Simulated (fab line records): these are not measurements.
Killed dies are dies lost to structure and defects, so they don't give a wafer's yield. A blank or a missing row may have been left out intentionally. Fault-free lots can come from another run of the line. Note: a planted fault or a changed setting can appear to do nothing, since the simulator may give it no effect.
Struck lot and sound lot, side by side / flow n5_finfet / 16 steps out of a route of 1938
Sound: the wafers L495.3, L495.4, L495.5. Struck: wafers L499.2, L499.3, L499.6. The cause comes at the end.
Each step with rows lists, per side, the tool, then ch with its chambers, then its first start. Under that, the readings that differ: sound wafers / struck wafers / difference of the means / sigmas: that difference in standard deviations of wafers without a fault.
alike: readings whose means differ by less than 2 such deviations, and words and numbers that are the same on both sides. not compared: withheld readings, readings that some wafer has no value for, bounds like >300 that may hide the same value, and numbers for which the record gives no deviation and whose values overlap.
The two part at a step that has a row with sigmas, a row that says differs or no value, or rows on one side only. Numbers that don't overlap but have no deviation are shown without sigmas and don't part them. A reading missing from all wafers of one side parts the sides only when that side holds two or more wafers.

first, 5 steps without rows for these wafers: N5_SD_EPI_P_EBR_05; N5_SD_EPI_P_SOFTBAKE_04 (time 60 s); N5_SD_EPI_P_EXPOSE_06 (exposes mask SD P BLK, target cd 240 nm); N5_SD_EPI_P_PEB_07 (peb time 60 s); N5_SD_EPI_P_DEVELOP_08 (develop time 30 s).
N5_SD_EPI_P_CD_MEAS_09: target cd 240 nm.
  sound on cd_sem-03 ch 0, day 5 08:41; struck on cd_sem-03 ch 0, day 6 08:26
reading=cd_nm (nm); sound=239.8 240.3 239.1; struck=237.1 237.9 237.9; difference=-2.1; sigmas=-2
N5_SD_EPI_P_OVL_MEAS_10:
  sound on overlay-01 ch 0, day 5 08:43; struck on overlay-02 ch 0, day 6 08:28
  alike: SD_P_BLK_OVL
N5_SD_EPI_P_INSPECT_11: inspects for defects (macro).
  struck on defect_inspect-02, day 6 08:29; sound on defect_inspect-01, day 5 08:44
  alike: raw_defect_count
N5_SD_EPI_P_DESCUM_14: chemistry O2, time 7.9 s.
  sound on rie_diel-06 ch 0,2, day 5 08:47; struck on rie_diel-05 ch 0,3, day 6 08:31
  alike: drypump_motor_current_A, oes_product_au, rf_vpp_V, showerhead_plenum_p_Torr, throttle_valve_pct
  not compared: rf_hours_counter_h
N5_SD_EPI_P_ETCH_36: etches SiARC in CF4, target depth 45.5 nm, time 75.8 s.
  sound on rie_diel-06 ch 0,2, day 5 08:49; struck on rie_diel-05 ch 0,3, day 6 08:33
  alike: drypump_motor_current_A, etch_rf_on_time_s, oes_product_au, rf_vpp_V, showerhead_plenum_p_Torr, throttle_valve_pct
  not compared: rf_hours_counter_h
N5_SD_EPI_P_ETCH_37: etches SOC in N2/H2, overetch 108 nm, time 486 s.
  sound on rie_diel-06 ch 0,2,3, day 5 08:52; struck on rie_diel-05 ch 0,3, day 6 08:37
  alike: drypump_motor_current_A, oes_product_au, rf_vpp_V, showerhead_plenum_p_Torr, throttle_valve_pct
  not compared: rf_hours_counter_h
then, 1 step without rows for these wafers: N5_SD_EPI_P_STRIP_38 (strips in N2/H2).
N5_SD_EPI_P_ETCHBACK_46: etches SiNx in CH3F/O2, stops on SiO2, target depth 17.5 nm.
  sound on rie_diel-06 ch 2,3, day 5 09:11; struck on rie_diel-05 ch 0,3, day 6 08:56
reading=over_etch_frac; sound=0.3 0.3 0.3; struck=0.29055 0.29055 0.29055; difference=-0.00945; sigmas=
  alike: drypump_motor_current_A, oes_product_au, rf_vpp_V, showerhead_plenum_p_Torr, throttle_valve_pct
  not compared: rf_hours_counter_h
N5_SD_EPI_P_ETCH_47: etches SiOCN in CH3F/O2, target depth 25 nm.
  sound on rie_diel-06 ch 2,3, day 5 09:17; struck on rie_diel-05 ch 0,3, day 6 09:02
  alike: drypump_motor_current_A, oes_product_au, rf_vpp_V, showerhead_plenum_p_Torr, throttle_valve_pct
  not compared: rf_hours_counter_h
-- here the record skips 4 days between the struck wafers' starts before and after, leaving off in module SD_EPI_P and picking up in module BEOL_M4 (first step shown: number 1111 of the route) --
N5_BEOL_M4_RC_MEAS_101:
  sound on prober-01 ch 0, day 9 17:28; struck on prober-02 ch 0, day 10 19:23
  alike: DIBL_N, DIBL_P, IOFF_N, IOFF_P, ION_N, ION_P, SS_N, SS_P, VT_N, VT_P
-- a jump in the record: the struck wafers' starts before and after are 4 days apart (it breaks off in module BEOL_M4 and resumes in module PASSIVATION, where the first step shown is number 1936 of the route) --
N5_PASSIVATION_PROBE_49:
  struck on prober-02, day 14 22:28; sound on prober-01, day 13 19:47
  alike: defect_limited_yield, killed_at_M0_to_M3, killed_at_M4_up, killed_at_contacts, killed_at_front_end, killed_at_other, killed_dies, killed_open, killed_short, sort_bin_4_leakage, sort_bin_5_function, sort_bin_6_memory, sort_n_pass, sort_yield_pct

## WHERE THEY PART
At N5_SD_EPI_P_CD_MEAS_09 and nowhere else, as far as this record goes. Later steps at which nothing parts them and some readings are alike: N5_SD_EPI_P_OVL_MEAS_10, N5_SD_EPI_P_INSPECT_11, N5_SD_EPI_P_DESCUM_14, N5_SD_EPI_P_ETCH_36, N5_SD_EPI_P_ETCH_37, N5_SD_EPI_P_ETCHBACK_46, N5_SD_EPI_P_ETCH_47, N5_BEOL_M4_RC_MEAS_101, N5_PASSIVATION_PROBE_49.

WHY: what had been put in by the simulator
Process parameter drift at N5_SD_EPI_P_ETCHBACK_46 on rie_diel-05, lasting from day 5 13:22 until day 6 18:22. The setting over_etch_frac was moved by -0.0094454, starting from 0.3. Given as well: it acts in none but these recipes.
